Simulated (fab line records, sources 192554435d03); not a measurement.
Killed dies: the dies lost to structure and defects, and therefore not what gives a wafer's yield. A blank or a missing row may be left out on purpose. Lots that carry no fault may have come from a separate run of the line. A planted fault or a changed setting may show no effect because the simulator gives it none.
Split-lot trial ; flow n5-finfet ; on a route of 1938 steps: 7 lots, 21 wafers read

== SPLIT DETAILS ==
At N5_BEOL_M0_SAQP_PECVD_96 (deposits a-Si from SiH4/He, target thk 45 nm, time 45.2 s), the setting time-s was moved away from the recipe's 45.2 s on 5 of the 21 wafers read, by -13.3% to +11.5%. All remaining wafers had this setting at the recipe value.

The reading is taken at the split's own step.

== THE READING ==
a-Si_of_BEOL_M0_SAQP_PECVD_96.thk-nm (the simulator's own value, which no gauge read), in nm, at N5_BEOL_M0_SAQP_PECVD_96 (deposits a-Si from SiH4/He, target thk 45 nm, time 45.2 s). The file does not state a usual value for it. Average 45.0 nm, standard deviation 0.56 nm, over the 16 wafers here run with the recipe.

wafer;tool, chamber at the split;time-s as run, s;against the recipe;a-Si_of_BEOL_M0_SAQP_PECVD_96.thk-nm, nm;against lot-mates on the recipe
L074.4;pecvd-04, 2;45.2;recipe;45;-
L074.5;pecvd-04, 2;45.2;recipe;45;-
L074.6;pecvd-04, 1;45.2;recipe;45.8;-
L077.4;pecvd-04, 2;45.2;recipe;45.2;-
L077.5;pecvd-04, 0;39.19;-13.3%;39;-6.3
L077.6;pecvd-04, 1;45.2;recipe;45.4;-
L083.2;pecvd-03, 1;45.2;recipe;44.6;-
L083.3;pecvd-03, 1;45.2;recipe;46;-
L083.6;pecvd-03, 1;45.2;recipe;45.6;-
L087.2;pecvd-03, 1;50.33;+11.3%;50.6;+5.4
L087.3;pecvd-03, 0;45.2;recipe;45.2;-
L087.4;pecvd-03, 1;50.33;+11.3%;51.4;+6.2
L095.1;pecvd-03, 0,2;45.2;recipe;44.2;-
L095.5;pecvd-03, 0,2;45.2;recipe;44.2;-
L095.3;pecvd-03, 1;45.2;recipe;44.6;-
L096.3;pecvd-02, 0;45.2;recipe;45.4;-
L096.4;pecvd-02, 1;50.38;+11.5%;52;+6.6
L096.5;pecvd-02, 2;50.38;+11.5%;50.8;+5.4
L097.2;pecvd-02, 2;45.2;recipe;44;-
L097.3;pecvd-02, 1;45.2;recipe;44.8;-
L097.6;pecvd-02, 2;45.2;recipe;45.2;-
The file does not say which wafer passed through which chamber wherever a row lists several chambers: such a row stands for several wafers.

FIT RESULTS
A straight line over all 21 wafers: a-Si_of_BEOL_M0_SAQP_PECVD_96.thk-nm changes by +0.515 nm for each +1% of time-s; r = +0.98; the points scatter about the line by 0.61 nm.
The same after taking each lot's own level away (the mean of its wafers on the recipe; 21 wafers): +0.504 nm for each +1%; r = +0.99; scatter 0.44 nm.
Per that fit: largest time-s move, reading shift of 6.7 nm.
From 44.33 to 45.40 nm: that is the span of the lots' own levels, equal to 1.9 times the standard deviation above.
Consequently the slope shifts little with the lot-to-lot level, the two slopes agreeing.
Check: -6.88 nm against its lot-mates is what the line predicts for one of the wafers moved furthest among these (-13.3%) when that wafer is left out of the fit. It came out at -6.3 nm against them.

== FURTHER SPLITS ON THESE WAFERS ==
Note: prior to the reading, these wafers also went through further splits. Each is held against what the fit with the lots' levels taken away leaves over:
other split on the same wafers;wafers away from the commonest value;r with a-Si_of_BEOL_M0_SAQP_PECVD_96.thk-nm (lot level and that fit taken away)
N5_SDB_EXPOSE_08 dose-mj;2;-0.29
N5_SDB_ALD_29 ald-cycles;8;-0.18
N5_HKMG_FIN_COAT_29 spin-rpm;9;+0.12

== FILE'S OWN FIT ==
a-Si_of_BEOL_M0_SAQP_PECVD_96.thk-nm changes by +0.5 nm for each +1% of time-s, r = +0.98.
